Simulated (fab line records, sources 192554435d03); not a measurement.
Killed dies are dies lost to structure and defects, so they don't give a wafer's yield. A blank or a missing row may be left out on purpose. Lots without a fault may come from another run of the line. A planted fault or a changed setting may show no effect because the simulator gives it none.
Chamber matching | flow n5_finfet | N5_BEOL_M11_ILD_DEP_00 on pecvd-03: 3 sister chambers
The step deposits SiCOH lowk from DEMS/porogen, target thk 308.51 nm, time 58 s. 18 wafers are shown with their chamber, then 9 later ones without.

WAFERS WITH THEIR CHAMBER
wafer  | chamber | throttle_valve_pct (%) | heater_power_w (W) | showerhead_plenum_p_Torr (Torr)
L076.1 | 2       | 14.5                   | 207                | 5.754
L076.3 | 1       | 14.5                   | 292                | 5.755
L076.4 | 0       | 13.7                   | 355                | 5.743
L078.2 | 1       | 14.6                   | 256                | 5.742
L078.3 | 0       | 13.6                   | 352                | 5.738
L078.6 | 1       | 14.6                   | 273                | 5.760
L083.1 | 2       | 14.0                   | 235                | 5.766
L083.4 | 0       | 13.5                   | 360                | 5.744
L083.5 | 2       | 14.2                   | 232                | 5.757
L082.2 | 1       | 14.8                   | 301                | 5.762
L082.3 | 0       | 13.4                   | 301                | 5.738
L082.6 | 1       | 14.7                   | 311                | 5.765
L080.1 | 0       | 13.6                   | 357                | 5.745
L080.4 | 0       | 13.5                   | 373                | 5.736
L080.6 | 2       | 14.1                   | 232                | 5.754
L088.3 | 2       | 14.3                   | 217                | 5.766
L088.5 | 0       | 13.7                   | 366                | 5.734
L088.6 | 2       | 14.2                   | 224                | 5.748

SIGNATURES (means of the wafers above)
reading                  | chamber 0 | chamber 1 | chamber 2 | scatter within a chamber
throttle_valve_pct       | 13.571    | 14.640    | 14.217    | 0.135
heater_power_w           | 352.00    | 286.60    | 224.50    | 19.8
showerhead_plenum_p_Torr | 5.73971   | 5.75680   | 5.75750   | 0.00681
Rule: a wafer's distance from a chamber is the root of the sum, over the readings, of the square of ((its reading less the chamber's mean) divided by the reading's scatter). The wafer belongs to the nearest chamber; if the next one is less than 2 further off, it can't be placed. The scatter: the root of (the sum of the squares of (reading less its chamber's mean) over the shown wafers, divided by (wafers less chambers)).

WAFERS WITHOUT THEIR CHAMBER
wafer  | throttle_valve_pct (%) | heater_power_w (W) | showerhead_plenum_p_Torr (Torr)
L086.3 | 14.2                   | 168                | 5.760
L086.4 | 13.7                   | 346                | 5.752
L086.5 | 14.1                   | 182                | 5.737
L089.2 | 14.1                   | 194                | 5.764
L089.3 | 14.3                   | 206                | 5.761
L089.5 | 14.0                   | 213                | 5.764
L092.3 | 13.4                   | 343                | 5.730
L092.5 | 13.2                   | 356                | 5.738
L092.6 | 14.1                   | 190                | 5.749

WHICH CHAMBER EACH WENT THROUGH
wafer  | from the rows above | in truth
L086.3 | 2                   | 2
L086.4 | 0                   | 0
L086.5 | 2                   | 2
L089.2 | 2                   | 2
L089.3 | 2                   | 2
L089.5 | 2                   | 2
L092.3 | 0                   | 0
L092.5 | 0                   | 0
L092.6 | 2                   | 2
Placed correctly: 9 of 9. Can't be placed from these rows: 0. Placed wrongly: 0.
